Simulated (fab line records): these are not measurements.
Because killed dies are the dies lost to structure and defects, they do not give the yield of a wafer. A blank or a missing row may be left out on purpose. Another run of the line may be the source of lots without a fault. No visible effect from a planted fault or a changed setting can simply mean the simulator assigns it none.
Which tool is to blame? :: flow n5_finfet :: Sampling: 11 lots, 32 wafers, 4 of 1938 route steps

WHAT THE GAUGES READ, wafer by wafer
N5_BEOL_M7_RS_MEAS_57: a four-point-probe measurement. Usual: M7_RS 0.290 ohm/sq, standard deviation 0.0078.
lot: L445
measured: day 9 10:16
on: film_metro-02
M7_RS (ohm/sq): 0.284 0.296 0.285
flag: 

lot: L446
measured: day 9 14:07
on: film_metro-01
M7_RS (ohm/sq): 0.287 0.293 0.292
flag: 

lot: L448
measured: day 10 01:38
on: film_metro-02
M7_RS (ohm/sq): 0.299 0.305 0.307
flag: 

lot: L449
measured: day 10 03:52
on: film_metro-02
M7_RS (ohm/sq): 0.289 0.286 0.286
flag: 

lot: L455
measured: day 11 22:11
on: film_metro-01
M7_RS (ohm/sq): 0.297 0.301 0.293
flag: 

lot: L456
measured: day 12 03:12
on: film_metro-01
M7_RS (ohm/sq): 0.282 0.273
flag: 

lot: L459
measured: day 12 16:13
on: film_metro-01
M7_RS (ohm/sq): 0.297 0.280 0.278
flag: 

lot: L457
measured: day 12 20:08
on: film_metro-02
M7_RS (ohm/sq): 0.276 0.280 0.293
flag: 

lot: L463
measured: day 14 12:41
on: film_metro-02
M7_RS (ohm/sq): 0.299 0.284 0.300
flag: 

lot: L467
measured: day 14 14:31
on: film_metro-01
M7_RS (ohm/sq): 0.296 0.287 0.281
flag: 

lot: L464
measured: day 14 15:14
on: film_metro-02
M7_RS (ohm/sq): 0.289 0.300 0.285
flag: 

N5_BEOL_M8_THK_MEAS_01. Usual: M8_ILD_THK 154.7 nm, standard deviation 2.3.
lot: L445
measured: day 9 10:55
on: film_metro-02
M8_ILD_THK (nm): 152.5 149.7 153.7
flag: 

lot: L446
measured: day 9 14:45
on: film_metro-02
M8_ILD_THK (nm): 152.3 154.2 158.0
flag: 

lot: L448
measured: day 10 02:40
on: film_metro-02
M8_ILD_THK (nm): 158.2 155.8 157.1
flag: 

lot: L449
measured: day 10 04:32
on: film_metro-02
M8_ILD_THK (nm): 155.4 158.5 157.7
flag: 

lot: L455
measured: day 11 22:50
on: film_metro-01
M8_ILD_THK (nm): 169.1 172.7 174.2
flag: OFF

lot: L456
measured: day 12 03:50
on: film_metro-02
M8_ILD_THK (nm): 171.6 172.7
flag: OFF

lot: L459
measured: day 12 16:52
on: film_metro-02
M8_ILD_THK (nm): 151.1 151.3 153.9
flag: 

lot: L457
measured: day 12 20:47
on: film_metro-01
M8_ILD_THK (nm): 169.4 172.5 172.1
flag: OFF

lot: L463
measured: day 14 13:20
on: film_metro-01
M8_ILD_THK (nm): 151.2 152.4 154.1
flag: 

lot: L467
measured: day 14 15:09
on: film_metro-02
M8_ILD_THK (nm): 152.4 155.0 157.5
flag: 

lot: L464
measured: day 14 15:53
on: film_metro-01
M8_ILD_THK (nm): 154.3 154.3 156.2
flag: 

WHAT TOOL EACH LOT RAN ON (gives the tool, then ch and the chambers of the sampled wafers, and finally the start)
lot: L445
N5_BEOL_M8_ILD_DEP_00: pecvd-04 ch 0,1, day 9 10:20
N5_BEOL_M8_CURE_74: uv_cure-02 ch 1, day 9 10:24

lot: L446
N5_BEOL_M8_ILD_DEP_00: pecvd-02 ch 0,1,2, day 9 14:10
N5_BEOL_M8_CURE_74: uv_cure-03 ch 0, day 9 14:23

lot: L448
N5_BEOL_M8_ILD_DEP_00: pecvd-01 ch 0,2, day 10 01:43
N5_BEOL_M8_CURE_74: uv_cure-01 ch 1, day 10 02:19

lot: L449
N5_BEOL_M8_ILD_DEP_00: pecvd-01 ch 0,2, day 10 03:56
N5_BEOL_M8_CURE_74: uv_cure-01 ch 2, day 10 04:01

lot: L455
N5_BEOL_M8_ILD_DEP_00: pecvd-01 ch 0,1, day 11 22:15
N5_BEOL_M8_CURE_74: uv_cure-01 ch 0, day 11 22:19

lot: L456
N5_BEOL_M8_ILD_DEP_00: pecvd-01 ch 1,2, day 12 03:16
N5_BEOL_M8_CURE_74: uv_cure-02 ch 2, day 12 03:29

lot: L459
N5_BEOL_M8_ILD_DEP_00: pecvd-02 ch 1,2, day 12 16:17
N5_BEOL_M8_CURE_74: uv_cure-03 ch 2, day 12 16:26

lot: L457
N5_BEOL_M8_ILD_DEP_00: pecvd-01 ch 0,1,2, day 12 20:13
N5_BEOL_M8_CURE_74: uv_cure-03 ch 0, day 12 20:16

lot: L463
N5_BEOL_M8_ILD_DEP_00: pecvd-02 ch 0,1,2, day 14 12:45
N5_BEOL_M8_CURE_74: uv_cure-02 ch 1, day 14 12:49

lot: L467
N5_BEOL_M8_ILD_DEP_00: pecvd-02 ch 0,1, day 14 14:34
N5_BEOL_M8_CURE_74: uv_cure-01 ch 1, day 14 14:43

lot: L464
N5_BEOL_M8_ILD_DEP_00: pecvd-04 ch 1,2, day 14 15:19
N5_BEOL_M8_CURE_74: uv_cure-02 ch 0, day 14 15:22
- N5_BEOL_M8_ILD_DEP_00: deposits SiCOH lowk from DEMS/porogen, target thk 179.75 nm, time 33.4 s.
- N5_BEOL_M8_CURE_74: cures SiCOH lowk, time 240 s.

WHAT THE TOOLS THEMSELVES READ (means of the sampled wafers that have a number; where no wafer has one, the mark that the record gives instead)
N5_BEOL_M8_ILD_DEP_00. Usual: heater_power_outer_w 132 W, standard deviation 31; heater_power_w 305 W, standard deviation 55; rf_fwd_power_W 495.1 W, standard deviation 2; showerhead_plenum_p_Torr 5.740 Torr, standard deviation 0.019; susceptor_temp_C 299.98 C, standard deviation 0.18; throttle_valve_pct 13.8 %, standard deviation 0.81.
lot: L445
tool: pecvd-04
heater_power_outer_w (W): 91
heater_power_w (W): 230
rf_fwd_power_W (W): 495.2
showerhead_plenum_p_Torr (Torr): 5.734
susceptor_temp_C (C): 300.06
throttle_valve_pct (%): 13.2
flag: 

lot: L446
tool: pecvd-02
heater_power_outer_w (W): 142
heater_power_w (W): 316
rf_fwd_power_W (W): 495.6
showerhead_plenum_p_Torr (Torr): 5.745
susceptor_temp_C (C): 300.11
throttle_valve_pct (%): 14.5
flag: 

lot: L448
tool: pecvd-01
heater_power_outer_w (W): 117
heater_power_w (W): 304
rf_fwd_power_W (W): 496.4
showerhead_plenum_p_Torr (Torr): 5.721
susceptor_temp_C (C): 300.14
throttle_valve_pct (%): 13.4
flag: 

lot: L449
tool: pecvd-01
heater_power_outer_w (W): 140
heater_power_w (W): 340
rf_fwd_power_W (W): 496.6
showerhead_plenum_p_Torr (Torr): 5.726
susceptor_temp_C (C): 299.89
throttle_valve_pct (%): 13.3
flag: 

lot: L455
tool: pecvd-01
heater_power_outer_w (W): 104
heater_power_w (W): 250
rf_fwd_power_W (W): 495.5
showerhead_plenum_p_Torr (Torr): 5.758
susceptor_temp_C (C): 285.15
throttle_valve_pct (%): 13.8
flag: OFF

lot: L456
tool: pecvd-01
heater_power_outer_w (W): 129
heater_power_w (W): 321
rf_fwd_power_W (W): 498.2
showerhead_plenum_p_Torr (Torr): 5.748
susceptor_temp_C (C): 284.97
throttle_valve_pct (%): 14.2
flag: OFF

lot: L459
tool: pecvd-02
heater_power_outer_w (W): 120
heater_power_w (W): 279
rf_fwd_power_W (W): 494.6
showerhead_plenum_p_Torr (Torr): 5.741
susceptor_temp_C (C): 299.88
throttle_valve_pct (%): 14.6
flag: 

lot: L457
tool: pecvd-01
heater_power_outer_w (W): 127
heater_power_w (W): 301
rf_fwd_power_W (W): 496.2
showerhead_plenum_p_Torr (Torr): 5.738
susceptor_temp_C (C): 285.18
throttle_valve_pct (%): 14.0
flag: OFF

lot: L463
tool: pecvd-02
heater_power_outer_w (W): 115
heater_power_w (W): 279
rf_fwd_power_W (W): 495.7
showerhead_plenum_p_Torr (Torr): 5.736
susceptor_temp_C (C): 299.95
throttle_valve_pct (%): 14.4
flag: 

lot: L467
tool: pecvd-02
heater_power_outer_w (W): 116
heater_power_w (W): 284
rf_fwd_power_W (W): 493.8
showerhead_plenum_p_Torr (Torr): 5.747
susceptor_temp_C (C): 300.03
throttle_valve_pct (%): 14.8
flag: 

lot: L464
tool: pecvd-04
heater_power_outer_w (W): 119
heater_power_w (W): 271
rf_fwd_power_W (W): 491.8
showerhead_plenum_p_Torr (Torr): 5.725
susceptor_temp_C (C): 300.02
throttle_valve_pct (%): 13.2
flag: 

N5_BEOL_M8_CURE_74. Usual: lamp_power_pct 52.32 %, standard deviation 0.059; wafer_temp_C_max 386.9, standard deviation 0.57.
lot: L445
tool: uv_cure-02
lamp_power_pct (%): 52.31
wafer_temp_C_max: 387.7
flag: 

lot: L446
tool: uv_cure-03
lamp_power_pct (%): 52.35
wafer_temp_C_max: 387.4
flag: 

lot: L448
tool: uv_cure-01
lamp_power_pct (%): 52.27
wafer_temp_C_max: 386.9
flag: 

lot: L449
tool: uv_cure-01
lamp_power_pct (%): 52.37
wafer_temp_C_max: 386.8
flag: 

lot: L455
tool: uv_cure-01
lamp_power_pct (%): 52.31
wafer_temp_C_max: 386.1
flag: 

lot: L456
tool: uv_cure-02
lamp_power_pct (%): 52.24
wafer_temp_C_max: 387.6
flag: 

lot: L459
tool: uv_cure-03
lamp_power_pct (%): 52.38
wafer_temp_C_max: 386.7
flag: 

lot: L457
tool: uv_cure-03
lamp_power_pct (%): 52.27
wafer_temp_C_max: 387.1
flag: 

lot: L463
tool: uv_cure-02
lamp_power_pct (%): 52.33
wafer_temp_C_max: 387.0
flag: 

lot: L467
tool: uv_cure-01
lamp_power_pct (%): 52.31
wafer_temp_C_max: 386.2
flag: 

lot: L464
tool: uv_cure-02
lamp_power_pct (%): 52.31
wafer_temp_C_max: 386.9
flag: 

THE ANSWER, worked out from the rows above alone
Rule: a lot is off if the mean of its wafers that have a number lies more than 3 standard deviations from the usual mean. Also off: a lot with no number at a reading for which 4 or more lots have one. Any other lot the step has rows for is counted as sound. First the gauges in route order, then the tools' own readings, where a lot's mean is used as printed above. The first step at which some lot is off is used, and at that step the reading that is off furthest; a lot without a number counts as furthest.
Off: L455, L456, L457, seen at N5_BEOL_M8_THK_MEAS_01 (M8_ILD_THK).
A tool fits if, at a process step before that reading, it ran every lot that is off, and no sound lot after the first of them. Not tried: the gauges at N5_BEOL_M8_THK_MEAS_01; whatever is off there is also off at N5_BEOL_M8_ILD_DEP_00, on other tools, and gauge error can't account for it. One fits: pecvd-01 at N5_BEOL_M8_ILD_DEP_00. Its last sound lot is L449 (day 10 03:56), its first lot that is off L455 (day 11 22:15): a fault that began between those two fits.
On the lots that are off, the tool's own readings at N5_BEOL_M8_ILD_DEP_00 differ by more than 5 times the standard deviation of the sound lots' means, which bears it out; susceptor_temp_C reads 285.10 C there versus 300.01 C on the sound lots.

WHAT THE SIMULATOR HAD INSERTED
Process parameter drift: pecvd-01, from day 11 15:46 on, at N5_BEOL_M8_ILD_DEP_00. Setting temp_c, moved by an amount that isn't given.
Lots struck among those shown: L455, L456, L457. The rule above found the same.
